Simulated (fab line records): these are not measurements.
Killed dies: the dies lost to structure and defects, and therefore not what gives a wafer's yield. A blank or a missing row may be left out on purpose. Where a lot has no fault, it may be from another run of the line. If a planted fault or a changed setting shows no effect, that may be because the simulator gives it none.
What tool caused it? || flow nand harc || Sampling: 11 lots, 33 wafers, 4 of 1302 route steps

## WHAT THE GAUGES READ, wafer by wafer
Not one reading of a measure or inspect step in the record can be checked against a usual standard deviation.

## TOOL THAT RAN EACH LOT (tool first, then ch and the chambers of the sampled wafers, then the start)
{"lot": "L768", "NHARC_A_CONTACT_ETCH_31": "rie diel-01 ch 0,1,3, day 23 10:46 or earlier", "NHARC_A_CONTACT_ETCH_92": "rie diel-03 ch 0,2,3, day 23 10:46", "NHARC_A_CONTACT_CMP_20": "cmp-03 ch 0,1,2, day 23 13:07", "NHARC_A_BLC_SOFTBAKE_05": "litho track-01 ch 0, day 23 13:00"}
{"lot": "L769", "NHARC_A_CONTACT_ETCH_31": "rie diel-03 ch 1,2, day 23 17:39 or earlier", "NHARC_A_CONTACT_ETCH_92": "rie diel-03 ch 0,2,3, day 23 17:39", "NHARC_A_CONTACT_CMP_20": "cmp-01 ch 1,2, day 23 19:52", "NHARC_A_BLC_SOFTBAKE_05": "litho track-06 ch 0, day 23 20:00"}
{"lot": "L770", "NHARC_A_CONTACT_ETCH_31": "rie diel-10 ch 1,2,3, day 24 03:02 or earlier", "NHARC_A_CONTACT_ETCH_92": "rie diel-03 ch 0,1, day 24 03:02", "NHARC_A_CONTACT_CMP_20": "cmp-03 ch 0,1,3, day 24 05:41", "NHARC_A_BLC_SOFTBAKE_05": "litho track-01 ch 0, day 24 06:00"}
{"lot": "L771", "NHARC_A_CONTACT_ETCH_31": "rie diel-03 ch 1,2,3, day 24 22:44 or earlier", "NHARC_A_CONTACT_ETCH_92": "rie diel-03 ch 0,2,3, day 24 22:44", "NHARC_A_CONTACT_CMP_20": "cmp-02 ch 0,1, day 25 00:57", "NHARC_A_BLC_SOFTBAKE_05": "litho track-06 ch 0, day 25 01:00"}
{"lot": "L773", "NHARC_A_CONTACT_ETCH_31": "rie diel-03 ch 0,1,3, day 25 14:04 or earlier", "NHARC_A_CONTACT_ETCH_92": "rie diel-03 ch 0,2,3, day 25 14:04", "NHARC_A_CONTACT_CMP_20": "cmp-03 ch 1,2,3, day 25 16:19", "NHARC_A_BLC_SOFTBAKE_05": "litho track-06 ch 0, day 25 16:00"}
{"lot": "L775", "NHARC_A_CONTACT_ETCH_31": "rie diel-03 ch 1,2, day 27 01:06 or earlier", "NHARC_A_CONTACT_ETCH_92": "rie diel-03 ch 0,1,2, day 27 01:06", "NHARC_A_CONTACT_CMP_20": "cmp-03 ch 0,2,3, day 27 03:30", "NHARC_A_BLC_SOFTBAKE_05": "litho track-04 ch 0, day 27 03:00"}
{"lot": "L782", "NHARC_A_CONTACT_ETCH_31": "rie diel-03 ch 0,1,2, day 29 01:08 or earlier", "NHARC_A_CONTACT_ETCH_92": "rie diel-03 ch 0,1,2, day 29 01:08", "NHARC_A_CONTACT_CMP_20": "cmp-02 ch 0,1,3, day 29 03:33", "NHARC_A_BLC_SOFTBAKE_05": "litho track-04 ch 0, day 29 03:00"}
{"lot": "L783", "NHARC_A_CONTACT_ETCH_31": "rie diel-01 ch 0,1,3, day 30 05:37 or earlier", "NHARC_A_CONTACT_ETCH_92": "rie diel-03 ch 0,2,3, day 30 05:37", "NHARC_A_CONTACT_CMP_20": "cmp-02 ch 0,1,2, day 30 07:52", "NHARC_A_BLC_SOFTBAKE_05": "litho track-04 ch 0, day 30 08:00"}
{"lot": "L784", "NHARC_A_CONTACT_ETCH_31": "rie diel-03 ch 0,1,3, day 30 19:22 or earlier", "NHARC_A_CONTACT_ETCH_92": "rie diel-03 ch 2,3, day 30 19:22", "NHARC_A_CONTACT_CMP_20": "cmp-02 ch 0,1, day 30 21:41", "NHARC_A_BLC_SOFTBAKE_05": "litho track-04 ch 0, day 30 22:00"}
{"lot": "L787", "NHARC_A_CONTACT_ETCH_31": "rie diel-01 ch 0,1,2, day 31 03:48 or earlier", "NHARC_A_CONTACT_ETCH_92": "rie diel-03 ch 0,1,2, day 31 03:48", "NHARC_A_CONTACT_CMP_20": "cmp-01 ch 0,1,2, day 31 06:04", "NHARC_A_BLC_SOFTBAKE_05": "litho track-06 ch 0, day 31 06:00"}
{"lot": "L788", "NHARC_A_CONTACT_ETCH_31": "rie diel-10 ch 0,1,2, day 32 01:29 or earlier", "NHARC_A_CONTACT_ETCH_92": "rie diel-03 ch 0,1,3, day 32 01:29", "NHARC_A_CONTACT_CMP_20": "cmp-03 ch 0,1,2, day 32 03:45", "NHARC_A_BLC_SOFTBAKE_05": "litho track-06 ch 0, day 32 04:00"}
- NHARC_A_CONTACT_ETCH_31: etches the open film in O2/COS, target depth 2800 nm, time 728 s.
- NHARC_A_CONTACT_ETCH_92: etches the open film in CH3F/O2, target depth 40 nm, time 85.7 s.
- NHARC_A_CONTACT_CMP_20: polishes, t overpolish 30 s, target thk 300 nm.
- NHARC_A_BLC_SOFTBAKE_05: time 55 s.

## WHAT THE TOOLS THEMSELVES READ (means of the sampled wafers that have a number; where no wafer has one, the mark that the record gives instead)
NHARC_A_CONTACT_ETCH_31. Usual: bias w is 300.1 W with standard deviation 0.96, drypump motor current A is 5.9 A with standard deviation 0.35, o2 flow sccm is 400.1 sccm with standard deviation 1.3, oes product au is 1.001 a.u. with standard deviation 0.0082, rf vpp V is 314.3 V with standard deviation 2.1, showerhead plenum p Torr is 3.13 Torr with standard deviation 0.13, and throttle valve pct is 28.331 % with standard deviation 0.0082.
{"lot": "L768", "tool": "rie diel-01", "bias w (W)": 299.9, "drypump motor current A (A)": 5.8, "o2 flow sccm (sccm)": 400.8, "oes product au (a.u.)": 1.010, "rf vpp V (V)": 315.1, "showerhead plenum p Torr (Torr)": 3.20, "throttle valve pct (%)": 28.331, "flag": ""}
{"lot": "L769", "tool": "rie diel-03", "bias w (W)": 300.6, "drypump motor current A (A)": 6.1, "o2 flow sccm (sccm)": 400.0, "oes product au (a.u.)": 0.999, "rf vpp V (V)": 312.8, "showerhead plenum p Torr (Torr)": 3.04, "throttle valve pct (%)": 28.340, "flag": ""}
{"lot": "L770", "tool": "rie diel-10", "bias w (W)": 300.1, "drypump motor current A (A)": 6.0, "o2 flow sccm (sccm)": 400.3, "oes product au (a.u.)": 1.000, "rf vpp V (V)": 313.8, "showerhead plenum p Torr (Torr)": 3.14, "throttle valve pct (%)": 28.341, "flag": ""}
{"lot": "L771", "tool": "rie diel-03", "bias w (W)": 298.6, "drypump motor current A (A)": 6.1, "o2 flow sccm (sccm)": 398.6, "oes product au (a.u.)": 0.998, "rf vpp V (V)": 314.6, "showerhead plenum p Torr (Torr)": 3.16, "throttle valve pct (%)": 28.335, "flag": ""}
{"lot": "L773", "tool": "rie diel-03", "bias w (W)": 300.5, "drypump motor current A (A)": 6.1, "o2 flow sccm (sccm)": 400.6, "oes product au (a.u.)": 1.002, "rf vpp V (V)": 314.8, "showerhead plenum p Torr (Torr)": 3.16, "throttle valve pct (%)": 28.331, "flag": ""}
{"lot": "L775", "tool": "rie diel-03", "bias w (W)": 299.2, "drypump motor current A (A)": 6.3, "o2 flow sccm (sccm)": 400.6, "oes product au (a.u.)": 1.000, "rf vpp V (V)": 314.5, "showerhead plenum p Torr (Torr)": 3.16, "throttle valve pct (%)": 28.328, "flag": ""}
{"lot": "L782", "tool": "rie diel-03", "bias w (W)": 299.4, "drypump motor current A (A)": 6.0, "o2 flow sccm (sccm)": 399.8, "oes product au (a.u.)": 0.995, "rf vpp V (V)": 314.0, "showerhead plenum p Torr (Torr)": 3.03, "throttle valve pct (%)": 28.325, "flag": ""}
{"lot": "L783", "tool": "rie diel-01", "bias w (W)": 300.2, "drypump motor current A (A)": 5.8, "o2 flow sccm (sccm)": 401.3, "oes product au (a.u.)": 1.000, "rf vpp V (V)": 315.4, "showerhead plenum p Torr (Torr)": 3.18, "throttle valve pct (%)": 28.322, "flag": ""}
{"lot": "L784", "tool": "rie diel-03", "bias w (W)": 299.4, "drypump motor current A (A)": 6.1, "o2 flow sccm (sccm)": 400.2, "oes product au (a.u.)": 1.003, "rf vpp V (V)": 314.3, "showerhead plenum p Torr (Torr)": 3.15, "throttle valve pct (%)": 28.330, "flag": ""}
{"lot": "L787", "tool": "rie diel-01", "bias w (W)": 300.0, "drypump motor current A (A)": 5.7, "o2 flow sccm (sccm)": 400.9, "oes product au (a.u.)": 1.007, "rf vpp V (V)": 314.8, "showerhead plenum p Torr (Torr)": 3.16, "throttle valve pct (%)": 28.334, "flag": ""}
{"lot": "L788", "tool": "rie diel-10", "bias w (W)": 299.8, "drypump motor current A (A)": 5.7, "o2 flow sccm (sccm)": 400.5, "oes product au (a.u.)": 1.005, "rf vpp V (V)": 314.8, "showerhead plenum p Torr (Torr)": 3.16, "throttle valve pct (%)": 28.338, "flag": ""}

NHARC_A_CONTACT_ETCH_92. Usual: bias w is 100.1 W with standard deviation 0.31, drypump motor current A is 6.01 A with standard deviation 0.28, o2 flow sccm is 30.00 sccm with standard deviation 0.091, oes product au is 0.938 a.u. with standard deviation 0.026, rf vpp V is 244.2 V with standard deviation 2, showerhead plenum p Torr is 2.44 Torr with standard deviation 0.14, and throttle valve pct is 20.663 % with standard deviation 0.0088.
{"lot": "L768", "tool": "rie diel-03", "bias w (W)": 100.1, "drypump motor current A (A)": 5.94, "o2 flow sccm (sccm)": 30.01, "oes product au (a.u.)": 0.995, "rf vpp V (V)": 243.8, "showerhead plenum p Torr (Torr)": 2.39, "throttle valve pct (%)": 20.664, "flag": ""}
{"lot": "L769", "tool": "rie diel-03", "bias w (W)": 100.1, "drypump motor current A (A)": 5.97, "o2 flow sccm (sccm)": 30.09, "oes product au (a.u.)": 0.927, "rf vpp V (V)": 243.6, "showerhead plenum p Torr (Torr)": 2.39, "throttle valve pct (%)": 20.658, "flag": ""}
{"lot": "L770", "tool": "rie diel-03", "bias w (W)": 99.8, "drypump motor current A (A)": 6.15, "o2 flow sccm (sccm)": 30.03, "oes product au (a.u.)": 0.925, "rf vpp V (V)": 245.2, "showerhead plenum p Torr (Torr)": 2.50, "throttle valve pct (%)": 20.665, "flag": ""}
{"lot": "L771", "tool": "rie diel-03", "bias w (W)": 100.1, "drypump motor current A (A)": 5.96, "o2 flow sccm (sccm)": 29.97, "oes product au (a.u.)": 0.919, "rf vpp V (V)": 244.1, "showerhead plenum p Torr (Torr)": 2.39, "throttle valve pct (%)": 20.671, "flag": ""}
{"lot": "L773", "tool": "rie diel-03", "bias w (W)": 100.0, "drypump motor current A (A)": 5.96, "o2 flow sccm (sccm)": 30.05, "oes product au (a.u.)": 0.924, "rf vpp V (V)": 243.3, "showerhead plenum p Torr (Torr)": 2.39, "throttle valve pct (%)": 20.666, "flag": ""}
{"lot": "L775", "tool": "rie diel-03", "bias w (W)": 99.9, "drypump motor current A (A)": 6.03, "o2 flow sccm (sccm)": 30.09, "oes product au (a.u.)": 0.934, "rf vpp V (V)": 243.3, "showerhead plenum p Torr (Torr)": 2.39, "throttle valve pct (%)": 20.668, "flag": ""}
{"lot": "L782", "tool": "rie diel-03", "bias w (W)": 100.2, "drypump motor current A (A)": 6.02, "o2 flow sccm (sccm)": 30.01, "oes product au (a.u.)": 0.932, "rf vpp V (V)": 243.6, "showerhead plenum p Torr (Torr)": 2.39, "throttle valve pct (%)": 20.665, "flag": ""}
{"lot": "L783", "tool": "rie diel-03", "bias w (W)": 99.9, "drypump motor current A (A)": 5.96, "o2 flow sccm (sccm)": 30.01, "oes product au (a.u.)": 0.930, "rf vpp V (V)": 243.5, "showerhead plenum p Torr (Torr)": 2.38, "throttle valve pct (%)": 20.655, "flag": ""}
{"lot": "L784", "tool": "rie diel-03", "bias w (W)": 100.1, "drypump motor current A (A)": 6.11, "o2 flow sccm (sccm)": 30.08, "oes product au (a.u.)": 0.933, "rf vpp V (V)": 244.2, "showerhead plenum p Torr (Torr)": 2.47, "throttle valve pct (%)": 20.669, "flag": ""}
{"lot": "L787", "tool": "rie diel-03", "bias w (W)": 100.4, "drypump motor current A (A)": 6.06, "o2 flow sccm (sccm)": 30.01, "oes product au (a.u.)": 0.924, "rf vpp V (V)": 242.4, "showerhead plenum p Torr (Torr)": 2.38, "throttle valve pct (%)": 20.662, "flag": ""}
{"lot": "L788", "tool": "rie diel-03", "bias w (W)": 100.1, "drypump motor current A (A)": 6.08, "o2 flow sccm (sccm)": 29.91, "oes product au (a.u.)": 0.932, "rf vpp V (V)": 244.6, "showerhead plenum p Torr (Torr)": 2.48, "throttle valve pct (%)": 20.668, "flag": ""}

NHARC_A_CONTACT_CMP_20. Usual: motor current A 12.3 A, standard deviation 0.94; overpolish run s 30.000 s, standard deviation 0.009; time to endpoint s 59.2 s, standard deviation 2.5.
{"lot": "L768", "tool": "cmp-03", "motor current A (A)": 12.4, "overpolish run s (s)": 30.000, "time to endpoint s (s)": 60.7, "flag": ""}
{"lot": "L769", "tool": "cmp-01", "motor current A (A)": 12.9, "overpolish run s (s)": 30.006, "time to endpoint s (s)": 55.6, "flag": ""}
{"lot": "L770", "tool": "cmp-03", "motor current A (A)": 12.4, "overpolish run s (s)": 30.001, "time to endpoint s (s)": 60.8, "flag": ""}
{"lot": "L771", "tool": "cmp-02", "motor current A (A)": 12.7, "overpolish run s (s)": 29.996, "time to endpoint s (s)": 59.0, "flag": ""}
{"lot": "L773", "tool": "cmp-03", "motor current A (A)": 11.6, "overpolish run s (s)": 29.993, "time to endpoint s (s)": 59.4, "flag": ""}
{"lot": "L775", "tool": "cmp-03", "motor current A (A)": 11.7, "overpolish run s (s)": 30.000, "time to endpoint s (s)": 56.7, "flag": ""}
{"lot": "L782", "tool": "cmp-02", "motor current A (A)": 12.0, "overpolish run s (s)": 30.006, "time to endpoint s (s)": 59.0, "flag": ""}
{"lot": "L783", "tool": "cmp-02", "motor current A (A)": 12.3, "overpolish run s (s)": 30.004, "time to endpoint s (s)": 59.1, "flag": ""}
{"lot": "L784", "tool": "cmp-02", "motor current A (A)": 12.1, "overpolish run s (s)": 30.003, "time to endpoint s (s)": 56.5, "flag": ""}
{"lot": "L787", "tool": "cmp-01", "motor current A (A)": 12.8, "overpolish run s (s)": 30.003, "time to endpoint s (s)": 57.8, "flag": ""}
{"lot": "L788", "tool": "cmp-03", "motor current A (A)": 12.6, "overpolish run s (s)": 30.000, "time to endpoint s (s)": 59.7, "flag": ""}

NHARC_A_BLC_SOFTBAKE_05. Usual: heater power total W reads 188.45 W (standard deviation 0.14).
{"lot": "L768", "tool": "litho track-01", "heater power total W (W)": 188.43, "flag": ""}
{"lot": "L769", "tool": "litho track-06", "heater power total W (W)": 188.52, "flag": ""}
{"lot": "L770", "tool": "litho track-01", "heater power total W (W)": 188.47, "flag": ""}
{"lot": "L771", "tool": "litho track-06", "heater power total W (W)": 188.61, "flag": ""}
{"lot": "L773", "tool": "litho track-06", "heater power total W (W)": 188.53, "flag": ""}
{"lot": "L775", "tool": "litho track-04", "heater power total W (W)": 188.35, "flag": ""}
{"lot": "L782", "tool": "litho track-04", "heater power total W (W)": 188.55, "flag": ""}
{"lot": "L783", "tool": "litho track-04", "heater power total W (W)": 175.36, "flag": "OFF"}
{"lot": "L784", "tool": "litho track-04", "heater power total W (W)": 175.34, "flag": "OFF"}
{"lot": "L787", "tool": "litho track-06", "heater power total W (W)": 188.41, "flag": ""}
{"lot": "L788", "tool": "litho track-06", "heater power total W (W)": 188.46, "flag": ""}

## THE ANSWER, worked out from the rows above alone
Rule: a lot is off if the mean of its wafers that have a number lies more than 3 standard deviations from the usual mean. Also off: a lot with no number at a reading for which 4 or more lots have one. All remaining lots with rows at the step are treated as sound. The gauges are gone through in route order, then the tools' own readings, and for those a lot's mean is taken as printed above. The first step at which some lot is off is used, and at that step the reading that is off furthest; a lot without a number counts as furthest.
Off, at NHARC_A_BLC_SOFTBAKE_05 on heater power total W: L783, L784.
A tool fits if, at that step or a process step before it, it ran every lot that is off, and no sound lot after the first of them. Because NHARC_A_CONTACT_ETCH_31 lacks a start for some lots, the hours and order of its lots are taken from NHARC_A_CONTACT_ETCH_92. Can't be told from this: 2 tools fit, cmp-02 at NHARC_A_CONTACT_CMP_20, litho track-04 at NHARC_A_BLC_SOFTBAKE_05.

## WHAT THE SIMULATOR HAD PUT IN
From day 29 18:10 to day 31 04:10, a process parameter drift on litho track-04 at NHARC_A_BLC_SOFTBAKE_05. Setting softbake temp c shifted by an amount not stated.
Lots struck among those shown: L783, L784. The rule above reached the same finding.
